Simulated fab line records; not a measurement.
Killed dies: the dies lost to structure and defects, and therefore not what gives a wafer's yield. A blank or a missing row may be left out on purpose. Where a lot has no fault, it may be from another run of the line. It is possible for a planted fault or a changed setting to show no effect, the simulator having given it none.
fab line records	flow n5Finfet
record lots=7	wafers=21
route steps=1938 shown BEOL_M3@960 BEOL_M4@1070 BEOL_M5@1120 BEOL_M6@1233
startH: hours from the record's opening day to when the first of the lot's shown wafers began	waitH: hours elapsed since this lot's preceding step	" unchanged from the row above	L1.1+2: a single row standing in for several wafers	- value missing, or start not given	* or withheld: withheld	< > ~ a bound
route shown NAME@n: NAME is a module with steps in the file, n the number in the route of the first one	usual: the fault-free wafers' mean and standard deviation	same: alike in all rows	chamber/n: place in a boat	sites: each site's reading	_std_site: standard deviation across them	_edge_site: mean of outer sites minus mean of inner sites	radiusMm: how far each site lies from the wafer's centre	mask NAME#n: copy n	behind: the tool/chamber that last shaped the wafer	hold: why the lot went on hold/how many hours it stayed there/how the hold came to an end	device: which transistor (n, p or np) failed to switch	end of line: tests of these same wafers at the route's end	a step given without rows: its recipe and nothing more	killed: the dies lost at the first sort to structure and to defects; this is not the yield of the wafer	map: per-die view of a wafer (x killed, . not killed, _ where there is no die)
set.NAME: the run value of the setting; set.NAME@STEP: its run value at that earlier step	model.NAME: the simulator's own value behind a step, which no gauge read
lots where settings were altered on purpose, with a table for each step and a row for each wafer
## steps
# step N5_BEOL_M3_COAT_22
# recipe resist=CAR-EUV	spinRpm=1500	resistThkNm=30
lot.wafer	tool	chamber	startH	waitH	set.spinRpm	model.CAR-EUV_of_BEOL_M3_COAT_22.thkNm
L075.1+3+4	lithoTrack-01	0	-	-	1500	30
L077.2+3+6	lithoTrack-05	0	-	-	1500	30
L078.2	lithoTrack-01	0	-	-	1500	29.8
L078.4	"	0	"	"	1351	31.6
L078.5	"	0	"	"	1351	31.4
L082.2+4	lithoTrack-01	0	-	-	1580	29.2
L082.6	"	0	"	"	1500	30
L084.1	lithoTrack-05	0	-	-	1500	30
L084.3+6	"	0	"	"	1500	29.8
L091.1+2+3	lithoTrack-01	0	-	-	1500	29.8
L095.3+6	lithoTrack-02	0	-	-	1500	30
L095.5	"	0	"	"	1500	29.8
# step N5_BEOL_M3_EBR_24
# recipe solvent=PGMEA	ebrWidthMm=1.5
# step N5_BEOL_M3_SOFTBAKE_23
# recipe tempC=110	timeS=60	resist=CAR-EUV
# step N5_BEOL_M3_DESCUM_33
# recipe chemistry=O2	timeS=7	sourcePowerW=50	biasPowerW=20	pressureMtorr=20	rfFrequencyHz=2.712e+07	tempC=40	resist=CAR-EUV	o2FlowSccm=225
lot.wafer	tool	chamber	startH	waitH	set.spinRpm@BEOL_M3_COAT_22	model.CAR-EUV_of_BEOL_M3_COAT_22.thkNm
L075.1+3+4	rieDiel-03	1,3,2	149.37	0.0	1500	26
L077.2+3+6	rieDiel-02	1,2,3	161.94	0.0	1500	26
L078.2	rieDiel-01	3	165.23	0.0	1500	26
L078.4+5	"	1,0	"	"	1351	27.4
L082.2	rieDiel-03	0	195.53	0.0	1580	25.2
L082.4	"	3	"	"	1580	25
L082.6	"	0	"	"	1500	26.2
L084.1+3	rieDiel-03	2,1	207.95	0.0	1500	26
L084.6	"	1	"	"	1500	25.8
L091.1+2+3	rieDiel-01	3,0,2	245.37	0.0	1500	26
L095.3+6	rieDiel-01	2	276.16	0.0	1500	26
L095.5	"	1	"	"	1500	25.8
# step N5_BEOL_M3_ETCH_77
# recipe chemistry=N2/H2	target=underlayer	targetDepthA=65	maskMaterial=CAR-EUV	timeS=5.2	ionEnergyEv=200	pressureMtorr=30	sourceW=840	biasW=150	n2FlowSccm=200	h2FlowSccm=200	ends=cleared
# step N5_BEOL_M3_ETCH_69
# recipe chemistry=CF4	target=SiARC	targetDepthA=156	maskMaterial=CAR-EUV	timeS=26	ionEnergyEv=80	pressureMtorr=40	sourceW=545	biasW=36	Ar_flow_sccm=100	cf4FlowSccm=100	ends=cleared
# step N5_BEOL_M3_ALD_98
# recipe material=SiO2	targetThkA=25	tempC=100	aldPrecursorFamily=BDEAS	aldCoReactant=O2-plasma	pulseTimeS=1	coReactantPulseTimeS=1	purgeTimeS=2	coReactantPurgeTimeS=2	aldCycles=17	pressureTorr=2
# step N5_BEOL_M3_ETCHBACK_99
# recipe chemistry=CHF3	target=SiO2	targetDepthA=50	timeS=10.4	sourceW=215	biasW=47	Ar_flow_sccm=200	CHF3_flow_sccm=12	ionEnergyEv=100	pressureMtorr=30
# step N5_BEOL_M3_ETCH_70
# recipe chemistry=N2/H2	target=SOC	targetDepthA=800	overetchA=160	maskMaterial=SiARC	tempC=40	timeS=120	ionEnergyEv=200	pressureMtorr=30	sourceW=840	biasW=150	n2FlowSccm=200	h2FlowSccm=200
lot.wafer	tool	chamber	startH	waitH	set.spinRpm@BEOL_M3_COAT_67	model.etch.depthNm
L075.1	rieDiel-02	2	151.89	0.0	1500	59.47
L075.3	"	0	"	"	1423	61.34
L075.4	"	1	"	"	1423	61.25
L077.2	rieDiel-02	2	163.01	0.0	1573	58.41
L077.3	"	1	"	"	1500	59.68
L077.6	"	2	"	"	1500	59.82
L078.2	rieDiel-02	3	169.05	0.0	1500	60.14
L078.4	"	1	"	"	1360	62.98
L078.5	"	2	"	"	1360	62.96
L082.2	rieDiel-02	2	196.96	0.0	1500	59.77
L082.4	"	1	"	"	1500	59.95
L082.6	"	0	"	"	1548	59.06
L084.1	rieDiel-01	1	211.07	0.0	1397	62.21
L084.3	"	2	"	"	1500	60.11
L084.6	"	3	"	"	1397	62.19
L091.1	rieDiel-01	3	246.10	0.0	1500	60.27
L091.2	"	2	"	"	1500	60.31
L091.3	"	1	"	"	1500	60.19
L095.3+5	rieDiel-01	2,1	279.87	0.0	1500	60.15
L095.6	"	3	"	"	1500	60.12
# step N5_BEOL_M3_STRIP_71
# recipe chemistry=N2/H2	tempC=40	n2FlowSccm=200	h2FlowSccm=200	rfFrequencyHz=6e+07
# step N5_BEOL_M3_STRIP_78
# recipe chemistry=N2/H2	tempC=40	n2FlowSccm=200	h2FlowSccm=200	rfFrequencyHz=6e+07
# step N5_BEOL_M3_VIA_ETCH_34
# recipe chemistry=C4F6/O2	targetDepthA=694	maskMaterial=SOC	pressureMtorr=15	ionEnergyEv=250	taperDeg=4	timeS=65.9	sourceW=350	biasW=170	Ar_flow_sccm=300	C4F6_flow_sccm=10	O2_flow_sccm=10
lot.wafer	tool	chamber	startH	waitH	set.spinRpm@BEOL_M3_COAT_67	model.SOC_of_BEOL_M3_COAT_67.thkNm
L075.1	rieDiel-02	2	151.99	0.0	1500	51
L075.3	"	0	"	"	1423	53.6
L075.4	"	1	"	"	1423	53
L077.2	rieDiel-02	2	163.11	0.0	1573	50
L077.3+6	"	1,2	"	"	1500	51.4
L078.2	rieDiel-02	3	169.15	0.0	1500	51.8
L078.4+5	"	1,2	"	"	1360	54.6
L082.2	rieDiel-02	2	197.06	0.0	1500	51.4
L082.4	"	1	"	"	1500	51.6
L082.6	"	0	"	"	1548	51.4
L084.1	rieDiel-01	1	211.17	0.0	1397	54
L084.3	"	2	"	"	1500	52
L084.6	"	3	"	"	1397	54.4
L091.1	rieDiel-01	3	246.20	0.0	1500	52.6
L091.2	"	2	"	"	1500	52.2
L091.3	"	1	"	"	1500	52
L095.3+5	rieDiel-01	2,1	279.97	0.0	1500	52
L095.6	"	3	"	"	1500	52.4
# step N5_BEOL_M3_TRENCH_ETCH_37
# recipe chemistry=C4F6/O2	targetDepthA=555.55	target=SiOC	timeS=29.2	ionEnergyEv=250	pressureMtorr=30	sourceW=355	biasW=185	Ar_flow_sccm=300	C4F6_flow_sccm=10	O2_flow_sccm=10
lot.wafer	tool	chamber	startH	waitH	set.timeS	model.etch.depthNm	model.BEOL_M3.featureDepthNm
L075.1	rieDiel-02	2	-	-	25.83	50.02	50
L075.3	"	0	"	"	29.2	54.87	54.8
L075.4	"	1	"	"	25.83	49.57	49.6
L077.2	rieDiel-02	2	-	-	29.2	56.09	56
L077.3	"	1	"	"	31.59	60.7	60.6
L077.6	"	2	"	"	29.2	56.26	56.2
L078.2	rieDiel-02	3	-	-	29.2	55.31	55.4
L078.4	"	1	"	"	29.2	56.42	56.4
L078.5	"	2	"	"	29.2	55.88	55.8
L082.2	rieDiel-02	2	-	-	33.72	65.61	65.6
L082.4	"	1	"	"	29.2	56.17	56.2
L082.6	"	0	"	"	29.2	54.62	54.6
L084.1	rieDiel-01	1	-	-	29.2	56.32	56.4
L084.3	"	2	"	"	29.2	55.87	55.8
L084.6	"	3	"	"	29.2	52.91	53
L091.1	rieDiel-01	3	-	-	29.2	52.54	52.6
L091.2	"	2	"	"	31.8	60.79	60.8
L091.3	"	1	"	"	29.2	56.09	56
L095.3	rieDiel-01	2	-	-	29.2	55.54	55.6
L095.5	"	1	"	"	29.2	56.13	56.2
L095.6	"	3	"	"	29.2	52.41	52.4
# step N5_BEOL_M3_ETCH_41
# recipe chemistry=CH3F/O2	target=SiCN	targetDepthA=299	taperDeg=2	timeS=52.5	ionEnergyEv=120	maskMaterial=TiN	pressureMtorr=30	sourceW=395	biasW=75	Ar_flow_sccm=150	CH3F_flow_sccm=30	O2_flow_sccm=20
lot.wafer	tool	chamber	startH	waitH	set.targetDepthA
L075.1+4	rieDiel-02	2,1	-	-	281.2
L075.3	"	0	"	"	299
L077.2	rieDiel-02	2	-	-	285.4
L077.3+6	"	1,2	"	"	299
L078.2+5	rieDiel-02	3,2	-	-	315.3
L078.4	"	1	"	"	299
L082.2+6	rieDiel-02	2,0	-	-	322
L082.4	"	1	"	"	299
L084.1+3+6	rieDiel-01	1,2,3	-	-	299
L091.1+2	rieDiel-01	3,2	-	-	264.4
L091.3	"	1	"	"	299
L095.3+5+6	rieDiel-01	2,1,3	-	-	299
# step N5_BEOL_M3_STRIP_97
# recipe chemistry=N2/H2	timeS=10	powerW=450	tempC=40	pressureMtorr=20	rfFrequencyHz=6e+07	biasPowerW=7	n2FlowSccm=200	h2FlowSccm=200
# step N5_BEOL_M3_OCD_MEAS_38
# usual trenchDepthNm=55.3/1.3
lot.wafer	tool	chamber	startH	waitH	set.timeS@BEOL_M3_TRENCH_ETCH_37	trenchDepthNm
L075.1	ocd-02	-	152.24	-	25.83	49.7
L075.3	"	-	"	"	29.2	55.0
L075.4	"	-	"	"	25.83	49.6
L077.2	ocd-01	-	163.36	-	29.2	55.5
L077.3	"	-	"	"	31.59	60.7
L077.6	"	-	"	"	29.2	55.5
L078.2	ocd-01	-	169.41	-	29.2	55.3
L078.4	"	-	"	"	29.2	56.6
L078.5	"	-	"	"	29.2	55.7
L082.2	ocd-02	-	197.32	-	33.72	65.9
L082.4	"	-	"	"	29.2	56.1
L082.6	"	-	"	"	29.2	54.6
L084.1	ocd-02	-	211.42	-	29.2	56.1
L084.3	"	-	"	"	29.2	55.8
L084.6	"	-	"	"	29.2	52.9
L091.1	ocd-01	-	246.46	-	29.2	52.5
L091.2	"	-	"	"	31.8	60.6
L091.3	"	-	"	"	29.2	56.0
L095.3	ocd-02	-	280.23	-	29.2	55.7
L095.5	"	-	"	"	29.2	55.5
L095.6	"	-	"	"	29.2	52.2
# step N5_BEOL_M4_TRENCH_ETCH_37
# recipe chemistry=C4F6/O2	targetDepthA=555.55	target=SiOC	timeS=29.2	ionEnergyEv=250	pressureMtorr=30	sourceW=355	biasW=185	Ar_flow_sccm=300	C4F6_flow_sccm=10	O2_flow_sccm=10
lot.wafer	tool	chamber	startH	waitH	set.timeS	model.BEOL_M4.featureDepthNm	model.etch.depthNm
L075.1	rieDiel-05	3	-	-	29.2	55.2	55.22
L075.3	"	0	"	"	29.2	55.4	55.35
L075.4	"	1	"	"	29.2	55.6	55.51
L077.2	rieDiel-04	2	-	-	29.2	54.2	54.18
L077.3	"	1	"	"	29.2	53.4	53.34
L077.6	"	2	"	"	33.54	62.2	62.22
L078.2	rieDiel-06	1	-	-	25.54	45.6	45.57
L078.4	"	2	"	"	29.2	56.8	56.71
L078.5	"	1	"	"	29.2	52.6	52.52
L082.2	rieDiel-06	1	-	-	29.2	52.2	52.13
L082.4	"	2	"	"	26.94	52.4	52.47
L082.6	"	3	"	"	29.2	57	57.09
L084.1	rieDiel-05	2	-	-	25.19	48.4	48.35
L084.3	"	1	"	"	29.2	57	57.06
L084.6	"	1	"	"	29.2	57.8	57.79
L091.1	rieDiel-06	3	-	-	29.2	57.2	57.17
L091.2	"	0	"	"	29.2	53.4	53.46
L091.3	"	2	"	"	29.2	57.2	57.2
L095.3	rieDiel-04	2	-	-	29.2	54	54.03
L095.5	"	1	"	"	29.2	57.6	57.63
L095.6	"	0	"	"	29.2	58.4	58.47
# step N5_BEOL_M4_ETCH_41
# recipe chemistry=CH3F/O2	target=SiCN	targetDepthA=299	taperDeg=2	timeS=52.5	ionEnergyEv=120	maskMaterial=TiN	pressureMtorr=30	sourceW=395	biasW=75	Ar_flow_sccm=150	CH3F_flow_sccm=30	O2_flow_sccm=20
# step N5_BEOL_M4_STRIP_97
# recipe chemistry=N2/H2	timeS=10	powerW=450	tempC=40	pressureMtorr=20	rfFrequencyHz=6e+07	biasPowerW=7	n2FlowSccm=200	h2FlowSccm=200
# step N5_BEOL_M4_OCD_MEAS_38
# usual trenchDepthNm=55.6/1.5
lot.wafer	tool	chamber	startH	waitH	set.timeS@BEOL_M4_TRENCH_ETCH_37	trenchDepthNm
L075.1	ocd-01	-	165.04	-	29.2	54.9
L075.3	"	-	"	"	29.2	55.5
L075.4	"	-	"	"	29.2	55.4
L077.2	ocd-01	-	177.21	-	29.2	53.9
L077.3	"	-	"	"	29.2	53.6
L077.6	"	-	"	"	33.54	62.1
L078.2	ocd-02	-	177.69	-	25.54	45.8
L078.4	"	-	"	"	29.2	56.2
L078.5	"	-	"	"	29.2	52.6
L082.2	ocd-02	-	211.62	-	29.2	51.5
L082.4	"	-	"	"	26.94	52.6
L082.6	"	-	"	"	29.2	57.0
L084.1	ocd-01	-	220.44	-	25.19	48.0
L084.3	"	-	"	"	29.2	57.1
L084.6	"	-	"	"	29.2	58.0
L091.1	ocd-01	-	262.89	-	29.2	57.5
L091.2	"	-	"	"	29.2	54.0
L091.3	"	-	"	"	29.2	57.1
L095.3	ocd-02	-	290.31	-	29.2	54.7
L095.5	"	-	"	"	29.2	57.4
L095.6	"	-	"	"	29.2	58.2
# step N5_BEOL_M4_HM_STRIP_39
# recipe chemistry=peroxideTinStrip	material=TiN	targetDepthA=250	tempC=50	timeS=158
# step N5_BEOL_M4_SRD_40
# recipe timeS=30	tempC=23	rinseLiquid=diw	dry=ipaMarangoni
# step N5_BEOL_M4_ECD_50
# recipe material=Cu	targetThkA=3000
# step N5_BEOL_M4_ANNEAL_51
# recipe tempC=225	timeS=90	ambient=N2
# step N5_BEOL_M4_CMP_52
# recipe stopOn=SiOC	tOverpolishS=6.8	downForcePsi=1	platenRpm=50	clearingPlatenDownForcePsi=1.5	clearingPlatenRpm=50	postCmpClean=cuAlkaline	targetThkNm=40	clearingPlatenPadVelocityMS=0.99484	padVelocityMS=0.99484
lot.wafer	tool	chamber	startH	waitH	set.timeS@BEOL_M4_TRENCH_ETCH_37	model.Cu_of_BEOL_M4_ECD_50.thkNm
L075.4	cmp-01	2	169.42	0.1	29.2	40.6
L075.1	"	3	"	"	29.2	40.4
L075.3	"	0	"	"	29.2	38.6
L077.2	cmp-01	0	180.59	0.2	29.2	35.6
L077.3	"	1	"	"	29.2	37.8
L077.6	"	3	"	"	33.54	48.2
L078.2	cmp-03	1	182.02	0.3	25.54	31
L078.4	"	2	"	"	29.2	39.8
L078.5	"	0	"	"	29.2	36.2
L082.4	cmp-01	2	215.46	0.1	26.94	36.6
L082.2	"	0	"	"	29.2	35.2
L082.6	"	2	"	"	29.2	40.8
L084.3	cmp-01	2	224.25	0.2	29.2	42.2
L084.1	"	0	"	"	25.19	30.4
L084.6	"	3	"	"	29.2	43.8
L091.1	cmp-04	1	266.21	0.3	29.2	42.6
L091.3	"	2	"	"	29.2	41.6
L091.2	"	3	"	"	29.2	37.2
L095.3	cmp-04	2	293.91	0.2	29.2	38
L095.5+6	"	1,2	"	"	29.2	41.8
# step N5_BEOL_M4_THK_MEAS_53
# recipe thkMeasGauge=xrf	reads=Cu_of_BEOL_M4_ECD_50
# usual M4_THK=40.0/2
lot.wafer	tool	chamber	startH	waitH	set.timeS@BEOL_M4_TRENCH_ETCH_37	M4_THK[nm]
L075.1	filmMetro-01	-	169.71	-	29.2	41.0
L075.3	"	-	"	"	29.2	39.0
L075.4	"	-	"	"	29.2	41.1
L077.2	filmMetro-01	-	180.84	-	29.2	35.9
L077.3	"	-	"	"	29.2	38.2
L077.6	"	-	"	"	33.54	48.7
L078.2	filmMetro-02	-	182.24	-	25.54	31.4
L078.4	"	-	"	"	29.2	40.1
L078.5	"	-	"	"	29.2	36.6
L082.2	filmMetro-01	-	215.76	-	29.2	35.6
L082.4	"	-	"	"	26.94	36.9
L082.6	"	-	"	"	29.2	41.1
L084.1	filmMetro-02	-	224.55	-	25.19	30.6
L084.3	"	-	"	"	29.2	42.7
L084.6	"	-	"	"	29.2	44.2
L091.1	filmMetro-01	-	266.47	-	29.2	42.7
L091.2	"	-	"	"	29.2	37.5
L091.3	"	-	"	"	29.2	41.9
L095.3	filmMetro-02	-	294.17	-	29.2	38.8
L095.5	"	-	"	"	29.2	42.6
L095.6	"	-	"	"	29.2	42.7
# step N5_BEOL_M4_PRE_CLEAN_60
# recipe gas=NH3/H2	timeS=15	tempC=*	rfPowerW=300
# step N5_BEOL_M4_CO_CAP_55
# recipe material=Co	targetThkA=20	tempC=200	precursor=CCTBA/H2	pressureTorr=30	timeS=102.1
# step N5_BEOL_M4_PRE_CLEAN_56
# recipe gas=NH3	timeS=15	tempC=withheld	rfPowerW=300
# step N5_BEOL_M4_DEP_57
# recipe material=SiCN	targetThkA=80	tempC=withheld	precursor=3MS/NH3	pressureTorr=3	rfW=202	timeS=14
# step N5_BEOL_M4_RS_MEAS_58
# recipe thkMeasGauge=four-point-probe	reads=Co_of_BEOL_M4_CO_CAP_55+Cu_of_BEOL_M4_ECD_50+Co_of_BEOL_M4_CVD_47+TaN_of_BEOL_M4_ALD_84
# usual M4_RS=0.68/0.045
lot.wafer	tool	chamber	startH	waitH	set.timeS@BEOL_M4_TRENCH_ETCH_37	M4_RS[ohm/sq]
L075.1	filmMetro-02	-	169.97	0.0	29.2	0.66
L075.3	"	-	"	"	29.2	0.70
L075.4	"	-	"	"	29.2	0.66
L077.2	filmMetro-02	-	181.11	0.1	29.2	0.78
L077.3	"	-	"	"	29.2	0.72
L077.6	"	-	"	"	33.54	0.53
L078.2	filmMetro-02	-	182.50	0.1	25.54	0.93
L078.4	"	-	"	"	29.2	0.67
L078.5	"	-	"	"	29.2	0.76
L082.2	filmMetro-01	-	216.05	0.1	29.2	0.79
L082.4	"	-	"	"	26.94	0.75
L082.6	"	-	"	"	29.2	0.65
L084.1	filmMetro-01	-	224.84	0.1	25.19	0.96
L084.3	"	-	"	"	29.2	0.62
L084.6	"	-	"	"	29.2	0.60
L091.1	filmMetro-01	-	266.73	0.0	29.2	0.62
L091.2	"	-	"	"	29.2	0.74
L091.3	"	-	"	"	29.2	0.64
L095.3	filmMetro-01	-	294.43	0.1	29.2	0.71
L095.5	"	-	"	"	29.2	0.63
L095.6	"	-	"	"	29.2	0.63
# step N5_BEOL_M5_COAT_05
# recipe resist=CAR-EUV	spinRpm=1500	resistThkNm=30
lot.wafer	tool	chamber	startH	waitH	set.spinRpm	model.CAR-EUV_of_BEOL_M5_COAT_05.thkNm
L075.1+3+4	lithoTrack-01	0	-	-	1426	30.6
L077.2	lithoTrack-01	0	-	-	1442	30.4
L077.3	"	0	"	"	1442	30.6
L077.6	"	0	"	"	1500	29.8
L078.2+5	lithoTrack-01	0	-	-	1500	29.8
L078.4	"	0	"	"	1580	29
L082.2+4	lithoTrack-01	0	-	-	1500	30
L082.6	"	0	"	"	1581	29
L084.1+3	lithoTrack-03	0	-	-	1500	30.2
L084.6	"	0	"	"	1500	30
L091.1	lithoTrack-01	0	-	-	1500	29.8
L091.2+3	"	0	"	"	1500	30
L095.3	lithoTrack-02	0	-	-	1500	30.2
L095.5+6	"	0	"	"	1500	30
# step N5_BEOL_M5_EBR_07
# recipe solvent=PGMEA	ebrWidthMm=1.5
# step N5_BEOL_M5_SOFTBAKE_06
# recipe tempC=110	timeS=60	resist=CAR-EUV
# step N5_BEOL_M5_EXPOSE_08
# recipe maskId=M5	na=0.33	sourceShape=annular	sigmaInner=0.4	sigmaOuter=0.8	polarization=unpolarized	targetCdNm=28	doseMj=35.75
# step N5_BEOL_M5_PEB_09
# recipe pebTempC=100	pebTimeS=60	resist=CAR-EUV
# step N5_BEOL_M5_DEVELOP_10
# recipe developTimeS=30	developer=TMAH	resist=CAR-EUV	rinseLiquid=surfactantRinse	dry=airSpin	devTempC=23
lot.wafer	tool	chamber	startH	waitH	set.spinRpm@BEOL_M5_COAT_05	model.CAR-EUV_of_BEOL_M5_COAT_05.thkNm
L075.1+3+4	lithoTrack-01	0	-	-	1426	30.2
L077.2	lithoTrack-01	0	-	-	1442	29.8
L077.3	"	0	"	"	1442	30
L077.6	"	0	"	"	1500	29.4
L078.2+5	lithoTrack-02	0	-	-	1500	29.4
L078.4	"	0	"	"	1580	28.6
L082.2	lithoTrack-03	0	-	-	1500	29.4
L082.4	"	0	"	"	1500	29.6
L082.6	"	0	"	"	1581	28.6
L084.1+3+6	lithoTrack-03	0	-	-	1500	29.6
L091.1+2+3	lithoTrack-01	0	-	-	1500	29.4
L095.3+5+6	lithoTrack-01	0	-	-	1500	29.6
# step N5_BEOL_M6_ETCH_66
# recipe chemistry=N2/H2	target=SOC	targetDepthA=800	overetchA=160	maskMaterial=SiARC	tempC=40	timeS=120	ionEnergyEv=200	pressureMtorr=30	sourceW=840	biasW=150	n2FlowSccm=200	h2FlowSccm=200
# usual rfVppV=525.0/2.2
lot.wafer	tool	chamber	startH	waitH	set.biasW	rfVppV
L075.1	rieDiel-05	0	188.11	0.0	150	524.9
L075.3	"	3	"	"	150	529.9
L075.4	"	2	"	"	150	527.4
L077.2	rieDiel-05	2	196.95	0.0	150	526.4
L077.3	"	3	"	"	161.7	553.9
L077.6	"	0	"	"	161.7	551.6
L078.2	rieDiel-05	2	199.02	0.0	129.1	478.3
L078.4	"	3	"	"	150	529.4
L078.5	"	3	"	"	150	529.1
L082.2	rieDiel-04	1	235.66	0.0	150	525.7
L082.4	"	3	"	"	132.5	484.3
L082.6	"	0	"	"	150	521.8
L084.1	rieDiel-04	3	242.81	0.0	150	521.6
L084.3	"	0	"	"	150	522.7
L084.6	"	3	"	"	150	520.3
L091.1	rieDiel-05	3	286.11	0.0	150	526.7
L091.2	"	1	"	"	165.9	560.1
L091.3	"	2	"	"	150	526.4
L095.3	rieDiel-04	2	311.64	0.0	150	525.1
L095.5	"	2	"	"	150	525.0
L095.6	"	1	"	"	150	526.3
## key
split step=N5_BEOL_M3_COAT_22	setting=spinRpm	stated=1500	by=wafer
response step=N5_BEOL_M3_COAT_22	reading=model.CAR-EUV_of_BEOL_M3_COAT_22.thkNm	change=-0.166	per=1%	r=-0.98
response step=N5_BEOL_M3_DESCUM_33	reading=model.CAR-EUV_of_BEOL_M3_COAT_22.thkNm	change=-0.156	per=1%	r=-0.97
split step=N5_BEOL_M3_TRENCH_ETCH_37	setting=timeS	stated=29.2	by=wafer
response step=N5_BEOL_M3_TRENCH_ETCH_37	reading=model.etch.depthNm	change=+0.599	per=1%	r=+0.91
response step=N5_BEOL_M3_TRENCH_ETCH_37	reading=model.BEOL_M3.featureDepthNm	change=+0.598	per=1%	r=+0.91
response step=N5_BEOL_M3_OCD_MEAS_38	reading=trenchDepthNm	change=+0.623	per=1%	r=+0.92
split step=N5_BEOL_M3_ETCH_41	setting=targetDepthA	stated=299	by=wafer
response none clear
split step=N5_BEOL_M4_TRENCH_ETCH_37	setting=timeS	stated=29.2	by=wafer
response step=N5_BEOL_M4_TRENCH_ETCH_37	reading=model.BEOL_M4.featureDepthNm	change=+0.606	per=1%	r=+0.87
response step=N5_BEOL_M4_TRENCH_ETCH_37	reading=model.etch.depthNm	change=+0.607	per=1%	r=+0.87
response step=N5_BEOL_M4_OCD_MEAS_38	reading=trenchDepthNm	change=+0.6	per=1%	r=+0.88
response step=N5_BEOL_M4_CMP_52	reading=model.Cu_of_BEOL_M4_ECD_50.thkNm	change=+0.706	per=1%	r=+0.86
response step=N5_BEOL_M4_THK_MEAS_53	reading=M4_THK	change=+0.716	per=1%	r=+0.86
response step=N5_BEOL_M4_RS_MEAS_58	reading=M4_RS	change=-0.0177	per=1%	r=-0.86
split step=N5_BEOL_M5_COAT_05	setting=spinRpm	stated=1500	by=wafer
response step=N5_BEOL_M5_COAT_05	reading=model.CAR-EUV_of_BEOL_M5_COAT_05.thkNm	change=-0.171	per=1%	r=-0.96
response step=N5_BEOL_M5_DEVELOP_10	reading=model.CAR-EUV_of_BEOL_M5_COAT_05.thkNm	change=-0.152	per=1%	r=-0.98
split step=N5_BEOL_M6_ETCH_66	setting=biasW	stated=150	by=wafer
response step=N5_BEOL_M6_ETCH_66	reading=rfVppV	change=+3.44	per=1%	r=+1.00
split outsideThisFile step=N5_BEOL_M3_COAT_67 setting=spinRpm
# split outsideThisFile: this setting was split too, and the file shows its column; the key of that split is in another file
